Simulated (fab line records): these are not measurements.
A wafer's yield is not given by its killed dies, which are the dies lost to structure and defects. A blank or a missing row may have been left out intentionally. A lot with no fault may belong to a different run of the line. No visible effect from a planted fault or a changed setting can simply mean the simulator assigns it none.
Chamber matching :: flow nand-harc :: 4 sister chambers for NHARC_P_STI_DESCUM_14 on rie-diel-04
The step chemistry O2, time 3 s. 18 wafers are shown with their chamber, then 9 later ones without.

EACH WAFER AND ITS CHAMBER
wafer: L870.1
chamber: 0
drypump-motor-current-A (A): 5.6
oes-product-au (a.u.): 0.972
rf-vpp-V (V): 57.6

wafer: L870.2
chamber: 3
drypump-motor-current-A (A): 6.4
oes-product-au (a.u.): 0.993
rf-vpp-V (V): 58.5

wafer: L870.4
chamber: 1
drypump-motor-current-A (A): 5.8
oes-product-au (a.u.): 1.011
rf-vpp-V (V): 59.1

wafer: L872.2
chamber: 1
drypump-motor-current-A (A): 5.7
oes-product-au (a.u.): 1.021
rf-vpp-V (V): 56.5

wafer: L872.3
chamber: 2
drypump-motor-current-A (A): 5.9
oes-product-au (a.u.): 1.011
rf-vpp-V (V): 58.5

wafer: L872.4
chamber: 0
drypump-motor-current-A (A): 5.6
oes-product-au (a.u.): 0.971
rf-vpp-V (V): 56.4

wafer: L880.2
chamber: 1
drypump-motor-current-A (A): 5.7
oes-product-au (a.u.): 1.012
rf-vpp-V (V): 59.0

wafer: L880.3
chamber: 3
drypump-motor-current-A (A): 6.4
oes-product-au (a.u.): 0.992
rf-vpp-V (V): 55.7

wafer: L880.6
chamber: 0
drypump-motor-current-A (A): 5.6
oes-product-au (a.u.): 0.974
rf-vpp-V (V): 57.2

wafer: L881.1
chamber: 2
drypump-motor-current-A (A): 6.0
oes-product-au (a.u.): 1.007
rf-vpp-V (V): 57.0

wafer: L881.3
chamber: 1
drypump-motor-current-A (A): 5.7
oes-product-au (a.u.): 1.003
rf-vpp-V (V): 58.6

wafer: L881.6
chamber: 2
drypump-motor-current-A (A): 6.0
oes-product-au (a.u.): 1.000
rf-vpp-V (V): 58.5

wafer: L885.3
chamber: 3
drypump-motor-current-A (A): 6.4
oes-product-au (a.u.): 1.025
rf-vpp-V (V): 56.6

wafer: L885.5
chamber: 1
drypump-motor-current-A (A): 5.8
oes-product-au (a.u.): 1.024
rf-vpp-V (V): 57.5

wafer: L885.6
chamber: 2
drypump-motor-current-A (A): 5.9
oes-product-au (a.u.): 1.012
rf-vpp-V (V): 56.8

wafer: L887.2
chamber: 2
drypump-motor-current-A (A): 6.0
oes-product-au (a.u.): 1.009
rf-vpp-V (V): 58.3

wafer: L887.3
chamber: 3
drypump-motor-current-A (A): 6.4
oes-product-au (a.u.): 1.004
rf-vpp-V (V): 58.1

wafer: L887.6
chamber: 2
drypump-motor-current-A (A): 6.0
oes-product-au (a.u.): 1.009
rf-vpp-V (V): 58.2

SIGNATURES (means of the wafers above)
reading: drypump-motor-current-A
chamber 0: 5.600
chamber 1: 5.740
chamber 2: 5.967
chamber 3: 6.400
scatter within a chamber: 0.0425

reading: oes-product-au
chamber 0: 0.97233
chamber 1: 1.01420
chamber 2: 1.00800
chamber 3: 1.00350
scatter within a chamber: 0.0088

reading: rf-vpp-V
chamber 0: 57.067
chamber 1: 58.140
chamber 2: 57.883
chamber 3: 57.225
scatter within a chamber: 0.993
Rule: distance of a wafer from a chamber = root of the sum over the readings of ((wafer's reading minus chamber's mean) / reading's scatter) squared. If the next closest chamber is less than 2 further off than the closest, the wafer can't be placed; otherwise it belongs to the closest. How the scatter is found: for the shown wafers, subtract from each reading the mean of its chamber, square and add these, divide the total by (wafers less chambers), then take the root.

WAFERS MISSING THEIR CHAMBER
wafer: L890.1
drypump-motor-current-A (A): 6.4
oes-product-au (a.u.): 1.004
rf-vpp-V (V): 58.2

wafer: L890.3
drypump-motor-current-A (A): 5.7
oes-product-au (a.u.): 1.003
rf-vpp-V (V): 57.7

wafer: L890.4
drypump-motor-current-A (A): 5.6
oes-product-au (a.u.): 0.983
rf-vpp-V (V): 56.8

wafer: L891.3
drypump-motor-current-A (A): 6.4
oes-product-au (a.u.): 1.006
rf-vpp-V (V): 57.6

wafer: L891.5
drypump-motor-current-A (A): 6.0
oes-product-au (a.u.): 1.020
rf-vpp-V (V): 57.7

wafer: L891.6
drypump-motor-current-A (A): 6.4
oes-product-au (a.u.): 1.008
rf-vpp-V (V): 59.3

wafer: L892.1
drypump-motor-current-A (A): 6.4
oes-product-au (a.u.): 0.998
rf-vpp-V (V): 59.2

wafer: L892.3
drypump-motor-current-A (A): 5.7
oes-product-au (a.u.): 1.017
rf-vpp-V (V): 57.8

wafer: L892.5
drypump-motor-current-A (A): 5.9
oes-product-au (a.u.): 1.031
rf-vpp-V (V): 58.2

WHICH CHAMBER EACH WENT THROUGH
wafer: L890.1
from the rows above: 3
in truth: 3

wafer: L890.3
from the rows above: 1
in truth: 1

wafer: L890.4
from the rows above: 0
in truth: 0

wafer: L891.3
from the rows above: 3
in truth: 3

wafer: L891.5
from the rows above: 2
in truth: 2

wafer: L891.6
from the rows above: 3
in truth: 3

wafer: L892.1
from the rows above: 3
in truth: 3

wafer: L892.3
from the rows above: 1
in truth: 1

wafer: L892.5
from the rows above: can't be placed: 2 or 1
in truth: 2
Correctly placed: 8 of 9. From these rows, 1 cannot be placed; in 1 the true chamber is one of the candidates. Number placed wrongly: 0.
